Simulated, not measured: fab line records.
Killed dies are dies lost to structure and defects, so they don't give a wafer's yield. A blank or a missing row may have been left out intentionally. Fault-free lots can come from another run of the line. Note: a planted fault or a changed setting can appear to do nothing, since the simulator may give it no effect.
Which tool was responsible? + flow n5Finfet + 10 lots, 30 wafers sampled, at 5 steps of a route of 1938

== WHAT THE GAUGES SHOWED, per wafer ==
N5_BEOL_M4_RC_MEAS_101.
| lot  | measured     | on        | DIBL_N (mV/V)  | DIBL_P (mV/V)  | IOFF_N (nA/um)    | IOFF_P (nA/um)    | ION_N (uA/um) | ION_P (uA/um) | SS_N (mV/dec)  | SS_P (mV/dec)  | VT_N (mV)         | VT_P (mV)            |
|------|--------------|-----------|----------------|----------------|-------------------|-------------------|---------------|---------------|----------------|----------------|-------------------|----------------------|
| L158 | day 8 00:50  | prober-02 | 35.3 36.9 34.4 | 35.2 37.2 33.8 | 0.137 0.162 0.120 | 0.175 0.197 0.152 | 660 679 660   | 453 461 450   | 71.3 71.8 70.7 | 73.1 73.7 72.3 | 250.9 249.6 254.1 | -254.6 -255.0 -257.9 |
| L159 | day 8 15:58  | prober-01 | 35.9 37.1 37.2 | 35.8 37.6 37.0 | 0.154 0.182 0.181 | 0.189 0.213 0.215 | 673 677 684   | 457 457 465   | 71.3 71.6 72.2 | 73.1 73.7 74.0 | 251.8 251.6 248.6 | -254.4 -250.9 -250.2 |
| L163 | day 9 19:38  | prober-02 | 35.9 37.1 34.8 | 36.9 38.6 36.6 | 0.143 0.173 0.137 | 0.198 0.225 0.194 | 655 671 666   | 451 461 459   | 71.9 71.3 70.9 | 72.9 73.9 72.7 | 253.9 248.6 251.7 | -255.0 -249.8 -250.7 |
| L164 | day 10 07:00 | prober-01 | 36.8 36.9 35.7 | 37.2 35.8 35.7 | 0.170 0.168 0.149 | 0.235 0.222 0.217 | 681 685 671   | 470 469 467   | 72.2 70.7 71.8 | 73.8 73.4 73.9 | 248.3 248.3 252.0 | -249.1 -250.4 -249.9 |
| L167 | day 10 11:12 | prober-02 | 35.7 37.4 37.4 | 35.8 38.7 38.2 | 0.135 0.173 0.169 | 0.180 0.224 0.213 | 675 684 686   | 460 471 464   | 71.3 71.7 71.9 | 73.6 73.5 73.1 | 253.1 247.8 247.4 | -249.9 -248.1 -251.0 |
| L169 | day 11 03:49 | prober-01 | 35.8 34.1 34.7 | 35.2 32.7 34.5 | 0.141 0.116 0.120 | 0.200 0.167 0.191 | 670 649 654   | 462 450 464   | 71.3 70.6 70.8 | 73.0 72.7 73.3 | 252.4 257.0 253.8 | -250.8 -254.6 -251.3 |
| L172 | day 12 04:38 | prober-02 | 36.0 37.6 36.6 | 36.8 37.8 36.5 | 0.177 0.198 0.174 | 0.237 0.244 0.235 | 687 664 676   | 472 460 465   | 71.6 72.9 71.9 | 73.8 74.2 73.4 | 243.4 246.2 246.1 | -248.3 -247.6 -246.4 |
| L175 | day 12 15:20 | prober-01 | 34.7 35.2 34.3 | 36.2 36.0 35.4 | 0.135 0.140 0.126 | 0.171 0.176 0.161 | 677 667 663   | 456 455 456   | 71.2 71.5 71.2 | 72.8 73.7 73.0 | 253.7 252.1 253.5 | -255.0 -255.3 -255.1 |
| L177 | day 13 15:25 | prober-01 | 33.7 33.9 34.0 | 34.3 34.7 35.1 | 0.136 0.137 0.144 | 0.213 0.212 0.223 | 665 670 686   | 462 466 476   | 70.9 70.4 71.5 | 73.3 72.4 73.6 | 251.6 250.3 251.4 | -247.8 -248.5 -245.7 |
| L178 | day 13 21:12 | prober-01 | 35.8 32.8 34.9 | 38.0 34.6 37.1 | 0.168 0.121 0.152 | 0.216 0.176 0.203 | 673 669 685   | 462 460 474   | 71.5 71.3 71.5 | 73.4 72.8 73.5 | 249.3 251.3 252.4 | -252.6 -253.5 -249.4 |

== TOOL THAT RAN EACH LOT (tool first, then ch and the chambers of the sampled wafers, then the start) ==
| lot  | N5_MOL_CONTACT_COAG_ETCH_110     | N5_MOL_CONTACT_COAG_TI_SIL_19 | N5_MOL_CONTACT_COAG_PRE_CLEAN_141 | N5_MOL_CONTACT_COAG_CO_FILL_22 |
|------|----------------------------------|-------------------------------|-----------------------------------|--------------------------------|
| L158 | rieDiel-06 ch 0,3, day 4 16:53   | pvdSputter-03, day 4 17:34    | pvdSputter-03, day 4 19:08        | cvdCo-02 ch 0,1,2, day 4 19:19 |
| L159 | rieDiel-03 ch 1,3, day 5 02:25   | pvdSputter-02, day 5 04:26    | pvdSputter-02, day 5 05:29        | cvdCo-01 ch 0,1, day 5 05:40   |
| L163 | rieDiel-03 ch 1,2,3, day 5 21:44 | pvdSputter-02, day 5 22:34    | pvdSputter-01, day 5 23:47        | cvdCo-01 ch 0,2, day 5 23:58   |
| L164 | rieDiel-06 ch 1,2,3, day 6 08:38 | pvdSputter-01, day 6 10:26    | pvdSputter-01, day 6 11:26        | cvdCo-01 ch 0,2, day 6 11:39   |
| L167 | rieDiel-03 ch 0,2,3, day 7 01:44 | pvdSputter-01, day 7 02:31    | pvdSputter-03, day 7 04:23        | cvdCo-01 ch 0,2, day 7 04:38   |
| L169 | rieDiel-06 ch 0,1,3, day 7 23:12 | pvdSputter-03, day 7 23:59    | pvdSputter-03, day 8 00:56        | cvdCo-02 ch 0,1,2, day 8 01:07 |
| L172 | rieDiel-06 ch 0,1, day 8 10:17   | pvdSputter-01, day 8 11:38    | pvdSputter-01, day 8 12:25        | cvdCo-02 ch 0,2, day 8 12:37   |
| L175 | rieDiel-03 ch 1,2, day 9 04:29   | pvdSputter-01, day 9 05:04    | pvdSputter-03, day 9 07:24        | cvdCo-01 ch 0,1, day 9 07:35   |
| L177 | rieDiel-03 ch 0,1, day 9 15:12   | pvdSputter-03, day 9 15:54    | pvdSputter-01, day 9 16:37        | cvdCo-01 ch 0,1,2, day 9 16:48 |
| L178 | rieDiel-05 ch 0,1,2, day 9 17:49 | pvdSputter-01, day 9 18:37    | pvdSputter-01, day 9 20:46        | cvdCo-01 ch 1,2, day 9 20:56   |
- N5_MOL_CONTACT_COAG_ETCH_110: etches Si in CF4/O2, target depth 2.5 nm, time 8 s.
- N5_MOL_CONTACT_COAG_TI_SIL_19: material Ti, target thk 4.2 nm, time 15 s.
- N5_MOL_CONTACT_COAG_PRE_CLEAN_141: time 60 s.
- N5_MOL_CONTACT_COAG_CO_FILL_22: material Co, precursor CCTBA/H2, target thk 20 nm.

== WHAT THE TOOLS THEMSELVES READ (means of the sampled wafers that have a number; where no wafer has one, the mark that the record gives instead) ==
N5_MOL_CONTACT_COAG_ETCH_110.
| lot  | tool       | biasW (W) | drypumpMotorCurrentA (A) | oesProductAu (a.u.) | rfVppV (V) | showerheadPlenumPTorr (Torr) | throttleValvePct (%) |
|------|------------|-----------|--------------------------|---------------------|------------|------------------------------|----------------------|
| L158 | rieDiel-06 | 12.02     | 6.0                      | 0.80                | 126.1      | 2.18                         | 10.66                |
| L159 | rieDiel-03 | 12.02     | 6.0                      | 0.72                | 126.9      | 2.30                         | 11.16                |
| L163 | rieDiel-03 | 11.98     | 6.1                      | 0.75                | 127.6      | 2.23                         | 11.05                |
| L164 | rieDiel-06 | 12.03     | 6.0                      | 0.78                | 128.7      | 2.25                         | 10.80                |
| L167 | rieDiel-03 | 12.05     | 6.0                      | 0.75                | 127.4      | 2.20                         | 10.89                |
| L169 | rieDiel-06 | 11.43     | 5.8                      | 0.88                | 122.7      | 2.23                         | 10.48                |
| L172 | rieDiel-06 | 11.48     | 5.6                      | 0.82                | 120.3      | 2.22                         | 10.58                |
| L175 | rieDiel-03 | 12.02     | 6.0                      | 0.87                | 127.3      | 2.20                         | 10.81                |
| L177 | rieDiel-03 | 11.97     | 5.7                      | 0.77                | 126.2      | 2.22                         | 10.84                |
| L178 | rieDiel-05 | 11.97     | 5.5                      | 0.78                | 127.6      | 2.20                         | 10.79                |

N5_MOL_CONTACT_COAG_TI_SIL_19.
| lot  | tool          | throttleValvePct (%) |
|------|---------------|----------------------|
| L158 | pvdSputter-03 | 29.2                 |
| L159 | pvdSputter-02 | 30.2                 |
| L163 | pvdSputter-02 | 30.8                 |
| L164 | pvdSputter-01 | 28.3                 |
| L167 | pvdSputter-01 | 28.5                 |
| L169 | pvdSputter-03 | 30.4                 |
| L172 | pvdSputter-01 | 29.6                 |
| L175 | pvdSputter-01 | 30.5                 |
| L177 | pvdSputter-03 | 30.2                 |
| L178 | pvdSputter-01 | 29.0                 |

N5_MOL_CONTACT_COAG_PRE_CLEAN_141.
| lot  | tool          | heaterPowerW (W) |
|------|---------------|------------------|
| L158 | pvdSputter-03 | 485              |
| L159 | pvdSputter-02 | 478              |
| L163 | pvdSputter-01 | 473              |
| L164 | pvdSputter-01 | 492              |
| L167 | pvdSputter-03 | 453              |
| L169 | pvdSputter-03 | 476              |
| L172 | pvdSputter-01 | 509              |
| L175 | pvdSputter-03 | 485              |
| L177 | pvdSputter-01 | 490              |
| L178 | pvdSputter-01 | 495              |

N5_MOL_CONTACT_COAG_CO_FILL_22.
| lot  | tool     | heaterPowerW (W) |
|------|----------|------------------|
| L158 | cvdCo-02 | 254              |
| L159 | cvdCo-01 | 270              |
| L163 | cvdCo-01 | 234              |
| L164 | cvdCo-01 | 245              |
| L167 | cvdCo-01 | 239              |
| L169 | cvdCo-02 | 248              |
| L172 | cvdCo-02 | 220              |
| L175 | cvdCo-01 | 245              |
| L177 | cvdCo-01 | 250              |
| L178 | cvdCo-01 | 265              |

== THE ANSWER, worked out from the rows above alone ==
Rule: usual is defined by the lots themselves. Put in order of their means at a reading, lots are off if they are a third of the lots or fewer, leave a main group of 4 or more, and stand apart from it by a gap of 3 or more times the standard deviation of the main group's means; of several such gaps the widest counts. The tables above print the reading to a certain number of digits; a main group whose means all agree to those digits is not used. A lot without any number at a reading at which 4 lots or more have one is off too. Any other lot the step has rows for is counted as sound. First the gauges in route order, then the tools' own readings, where a lot's mean is used as printed above. At the first step where some lot is off, the reading lying furthest off is the one used; lots without a number count as furthest.
Off at N5_MOL_CONTACT_COAG_ETCH_110 (biasW): L169, L172. The main group: mean 12.01 W, standard deviation 0.028.
If a tool, at that step or one of the process steps before it, ran each lot that is off and ran no sound lot following the first of them, it fits. One candidate fits, namely rieDiel-06 at N5_MOL_CONTACT_COAG_ETCH_110. A fault onset in the window from L164 (day 6 08:38, its last sound lot) to L169 (day 7 23:12, its first lot off) fits.
The tool's own readings at N5_MOL_CONTACT_COAG_ETCH_110 bear it out: on the lots that are off they differ by more than 5 times the standard deviation of the sound lots' means. biasW reads 11.46 W there against 12.01 W on the sound lots; rfVppV reads 121.5 V there against 127.2 V on the sound lots.

== WHAT WAS PUT IN BY THE SIMULATOR ==
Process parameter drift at N5_MOL_CONTACT_COAG_ETCH_110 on rieDiel-06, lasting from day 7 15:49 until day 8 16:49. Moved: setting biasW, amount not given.
Struck lots among those shown: L169, L172. This agrees with what the rule above found.
